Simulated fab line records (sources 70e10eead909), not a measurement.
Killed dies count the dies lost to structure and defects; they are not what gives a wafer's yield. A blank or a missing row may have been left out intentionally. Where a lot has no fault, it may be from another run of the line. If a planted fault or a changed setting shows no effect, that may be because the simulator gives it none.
Which tool was responsible? ; flow nandHarc ; 12 lots with 36 wafers sampled at 5 steps, on a route of 1302 steps

## WHAT THE GAUGES SHOWED, per wafer
NHARC_A_BONDPAD_THK_MEAS_20: measures by xrf. Usual: thkNm at 170.0 nm, with a standard deviation of 1.3.
lot;measured;on;thkNm (nm);flag
L146;day 22 23:40;filmMetro-02;170.1 169.7 170.0;
L148;day 23 10:24;filmMetro-01;171.5 168.9 171.5;
L147;day 23 12:45;filmMetro-02;169.3 169.4 169.9;
L149;day 24 01:40;filmMetro-02;167.8 168.3 171.2;
L151;day 24 15:04;filmMetro-01;170.2 169.8 170.8;
L155;day 26 09:14;filmMetro-02;169.3 169.7 169.7;
L153;day 26 14:32;filmMetro-01;171.7 172.7 171.6;
L157;day 26 19:19;filmMetro-02;167.5 171.5 171.0;
L158;day 27 01:50;filmMetro-01;167.2 170.6 167.8;
L159;day 29 11:32;filmMetro-01;171.5 172.3 171.2;
L165;day 30 08:39;filmMetro-02;170.1 170.8 171.1;
L166;day 31 08:55;filmMetro-02;170.5 170.5 170.6;

NHARC_END_SORT_01. Usual: killedAtArray 58, standard deviation 15; killedAtOther 0.8, standard deviation 1.2; killedAtPeriphery 3.5, standard deviation 2.5; killedDies 62, standard deviation 15; killedOpen 3.2, standard deviation 1.7; killedShort 2.4, standard deviation 1.5.
lot;measured;on;killedAtArray;killedAtOther;killedAtPeriphery;killedDies;killedOpen;killedShort;flag
L165;day 31 14:07;prober-02;137 104 167;0 1 0;3 1 4;140 106 171;1 3 3;1 1 4;OFF
L166;day 32 19:12;prober-01;109 147 131;2 0 2;3 2 1;114 149 134;4 2 3;3 2 0;OFF

## WHICH TOOL RAN EACH LOT (tool, then ch and the chambers of the sampled wafers, then the start)
lot;NHARC_A_CONTACT_ETCH_125;NHARC_A_BONDPAD_STRIP_15;NHARC_THIN_TSV_DESCUM_35
L146;harCapEtch-02 ch 0,1, day 21 18:28;rieDiel-09 ch 0,2,3, day 22 21:39;rieDiel-05 ch 0,1, day 23 18:20
L148;harCapEtch-02 ch 0, day 22 06:33;rieDiel-07 ch 0,1,2, day 23 08:26;rieDiel-01 ch 1,2, day 24 05:01
L147;harCapEtch-02 ch 0,1, day 22 09:14;rieDiel-09 ch 0,2, day 23 10:46;rieDiel-13 ch 2,3, day 24 06:05
L149;harCapEtch-03 ch 0,1, day 22 20:26;rieDiel-07 ch 0,3, day 23 23:43;rieDiel-01 ch 1,2, day 24 20:26
L151;harCapEtch-01 ch 0,1, day 23 11:19;rieDiel-09 ch 0,1,2, day 24 13:09;rieDiel-01 ch 0,2, day 25 11:25
L155;harCapEtch-03 ch 0,1, day 25 00:39;rieDiel-11 ch 0,2, day 26 07:18;rieDiel-05 ch 0,1, day 27 04:42
L153;harCapEtch-02 ch 1, day 25 08:02;rieDiel-07 ch 0,2,3, day 26 12:37;rieDiel-13 ch 0,1,3, day 27 09:32
L157;harCapEtch-02 ch 0,1, day 25 13:07;rieDiel-09 ch 0,1,2, day 26 17:23;rieDiel-13 ch 0,1,2, day 27 14:23
L158;harCapEtch-03 ch 0,1, day 25 22:09;rieDiel-09 ch 0,3, day 26 23:53;rieDiel-01 ch 0,1, day 27 20:03
L159;harCapEtch-01 ch 0,1, day 28 03:17;rieDiel-11 ch 0,2,3, day 29 09:34;rieDiel-01 ch 0,1,2, day 30 04:26
L165;harCapEtch-02 ch 0,1, day 29 04:07;rieDiel-11 ch 0,2,3, day 30 06:41;rieDiel-05 ch 2,3, day 31 03:31
L166;harCapEtch-02 ch 0,1, day 30 01:48;rieDiel-07 ch 0,1,3, day 31 06:45;rieDiel-05 ch 1,2, day 32 08:41
- NHARC_A_CONTACT_ETCH_125: etches the open film in C4F8/O2/Ar, time 197 s, target depth 1918 nm.
- NHARC_A_BONDPAD_STRIP_15: strips in O2.
- NHARC_THIN_TSV_DESCUM_35: chemistry O2, time 3 s.

## WHAT THE TOOLS THEMSELVES READ (means of the sampled wafers that have a number; where no wafer has one, the mark that the record gives instead)
NHARC_A_BONDPAD_STRIP_15. Usual: drypumpMotorCurrentA 5.9 A, standard deviation 0.35; oesProductAu 1.000 a.u., standard deviation 0.0075; rfVppV 57.9 V, standard deviation 0.9; showerheadPlenumPTorr 3.55 Torr, standard deviation 0.12; throttleValvePct 17.036 %, standard deviation 0.0091.
lot;tool;drypumpMotorCurrentA (A);oesProductAu (a.u.);rfVppV (V);showerheadPlenumPTorr (Torr);throttleValvePct (%);flag
L146;rieDiel-09;5.9;1.003;57.5;3.56;17.030;
L148;rieDiel-07;6.1;0.994;58.7;3.53;17.034;
L147;rieDiel-09;5.6;0.998;58.3;3.52;17.034;
L149;rieDiel-07;6.1;1.002;57.9;3.48;17.047;
L151;rieDiel-09;5.7;1.001;58.6;3.56;17.034;
L155;rieDiel-11;6.2;1.011;57.0;3.59;17.052;
L153;rieDiel-07;6.0;0.989;58.5;3.54;17.041;
L157;rieDiel-09;5.7;0.995;58.0;3.56;17.041;
L158;rieDiel-09;5.9;1.002;57.4;3.43;17.031;
L159;rieDiel-11;5.8;1.007;58.0;3.53;17.033;
L165;rieDiel-11;5.8;1.009;57.2;3.53;17.038;
L166;rieDiel-07;5.9;1.000;58.3;3.56;17.037;

NHARC_THIN_TSV_DESCUM_35. Usual: drypumpMotorCurrentA 5.8 A, standard deviation 0.47; oesProductAu 0.998 a.u., standard deviation 0.0072; rfVppV 57.5 V, standard deviation 1; showerheadPlenumPTorr 1.88 Torr, standard deviation 0.074; throttleValvePct 11.312 %, standard deviation 0.0096.
lot;tool;drypumpMotorCurrentA (A);oesProductAu (a.u.);rfVppV (V);showerheadPlenumPTorr (Torr);throttleValvePct (%);flag
L146;rieDiel-05;6.1;0.982;57.4;1.88;11.315;
L148;rieDiel-01;6.1;1.003;58.2;1.94;11.307;
L147;rieDiel-13;5.9;0.999;56.9;1.83;11.311;
L149;rieDiel-01;6.0;0.994;57.3;1.89;11.306;
L151;rieDiel-01;6.1;1.000;59.2;1.97;11.306;
L155;rieDiel-05;5.9;0.997;57.2;1.95;11.304;
L153;rieDiel-13;5.6;1.006;57.0;1.82;11.313;
L157;rieDiel-13;5.1;1.002;56.7;1.86;11.304;
L158;rieDiel-01;5.8;1.005;57.8;1.86;11.309;
L159;rieDiel-01;6.0;0.995;57.5;1.91;11.310;
L165;rieDiel-05;5.8;0.999;57.6;1.86;11.311;
L166;rieDiel-05;6.2;0.989;57.2;1.82;11.313;

## THE ANSWER, worked out from the rows above alone
Rule: take the mean of a lot's wafers that have a number; if it is more than 3 standard deviations from the usual mean, the lot is off. Also off: a lot with no number at a reading for which 4 or more lots have one. The other lots that the step has rows for count as sound. Order of review: gauges by route order, followed by the tools' own readings, for which a lot's mean as printed above is used. At the first step where some lot is off, the reading lying furthest off is the one used; lots without a number count as furthest.
Off at NHARC_END_SORT_01 (killedAtArray): L165, L166. Neither off nor sound, because the step has no rows for them: L146, L148, L147, L149, L151, L155, L153, L157, L158, L159.
If a tool, at a process step before that reading, ran all the lots that are off and no sound lot after the first of them, it fits. The gauges at NHARC_END_SORT_01 are tried like those tools. Can't be told from this: 2 tools fit, harCapEtch-02 at NHARC_A_CONTACT_ETCH_125, rieDiel-05 at NHARC_THIN_TSV_DESCUM_35.

## WHAT HAD BEEN PUT IN BY THE SIMULATOR
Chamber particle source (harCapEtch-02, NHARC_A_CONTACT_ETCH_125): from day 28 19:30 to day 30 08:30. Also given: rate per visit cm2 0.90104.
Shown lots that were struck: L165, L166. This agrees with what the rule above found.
